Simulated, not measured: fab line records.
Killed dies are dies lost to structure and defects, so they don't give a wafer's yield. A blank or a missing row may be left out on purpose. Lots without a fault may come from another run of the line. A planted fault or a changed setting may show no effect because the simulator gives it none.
Problem report in the 8D (eight disciplines) form, filled by code / flow nand_harc / the parts of the form that need people (team, actions taken, sign-off) are left out

## 1. THE ISSUE
Mean of killed_at_array at NHARC_END_SORT_01: 668 across 4 wafers in 3 lots; on wafers with no fault it is 53 (standard deviation 20). That puts it +31 standard deviations away from the usual mean.
The first sign was on wafer L893.2 at day 27 22:25, on prober-01. Wafers with a number at this step in the record: 6, from 3 lots. Rule for "out" (also "out of limits"): further than 4 standard deviations from the usual mean. The other wafers with a number count as sound.

## 2. WHAT IT IS AND WHAT IT IS NOT
question=which readings at this step | is=killed_at_array, killed_dies | is not=killed_short
question=which lots | is=L893, L895, L898 | is not=-
question=which wafers of those lots | is=L893.2, L895.2, L898.2, L898.5 | is not=L893.3, L895.3
question=read on which gauges | is=prober-01 | is not=-
question=when | is=from day 27 22:25 | is not=up to then (0 sound wafers); but 2 sound wafers of L893, L895 came after

## 3. SUSPECTS, AND WHAT RULES EACH OUT
Counting: any tool at a process step up to the reading remains a suspect provided it ran every lot that is out. Sound lots after the first of them don't rule it out here, since some wafers of a struck lot are sound.
- the gauge at NHARC_END_SORT_01 has been ruled out. All the wafers that are out were read on prober-01, but those of them that NHARC_A_CONTACT_ETCH_31 has rows for are out there too, on other tools.
- rie_diel-13 at NHARC_A_CONTACT_ETCH_31 (etches the open film in O2/COS, target depth 2800 nm, time 728 s): kept. It ran every lot that is out, first L893 (day 25 19:38). On those wafers its own readings are out: run_length_s.
- In rie_diel-13 at NHARC_A_CONTACT_ETCH_31, the wafers that are out were processed in chamber 1 and their sound lot-mates in chambers 2, 3.
Left after counting: rie_diel-13 at NHARC_A_CONTACT_ETCH_31.

## 4. THE CAUSE (what the simulator had put in)
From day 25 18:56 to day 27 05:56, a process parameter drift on rie_diel-13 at NHARC_A_CONTACT_ETCH_31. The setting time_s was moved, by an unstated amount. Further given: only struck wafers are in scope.
Counting left only this tool.

## 5. THE CHAIN OF EFFECTS, in route order
One row per reading whose mean, taken over the struck wafers that have a number, lies over 3 standard deviations from the usual. Only readings whose record carries a usual standard deviation are examined. hours: median over the lots of the time between each lot's start at the first step of this table that gives one and its start at this step. sigmas: the change, counted in usual standard deviations.
hours=0; step=NHARC_A_CONTACT_ETCH_31; reading=run_length_s; usual=749.1 s; on struck wafers=545.0; change=-204.1; sigmas=-99 or more
hours=51; step=NHARC_END_SORT_01; reading=killed_at_array; usual=53; on struck wafers=668; change=+615; sigmas=+31
hours=51; step=NHARC_END_SORT_01; reading=killed_dies; usual=58; on struck wafers=677; change=+619; sigmas=+31
Process steps it contains:
- NHARC_A_CONTACT_ETCH_31: etches the open film in O2/COS, target depth 2800 nm, time 728 s.

## 6. HOW IT WOULD HAVE BEEN CAUGHT EARLIER
51 hours passed between the start of the fault at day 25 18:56 and the first reading out of limits at a measuring or inspecting step in this record, taken at day 27 22:25.
Tool's own readings at NHARC_A_CONTACT_ETCH_31, run_length_s: out on all struck wafers the step has rows for; an alarm limit on them would have tripped on the first.
Each of the lots that are out, 3 in all, had begun NHARC_A_CONTACT_ETCH_31 on rie_diel-13 no later than day 27 22:25. None of them would have been spared by holding the tool at that moment.
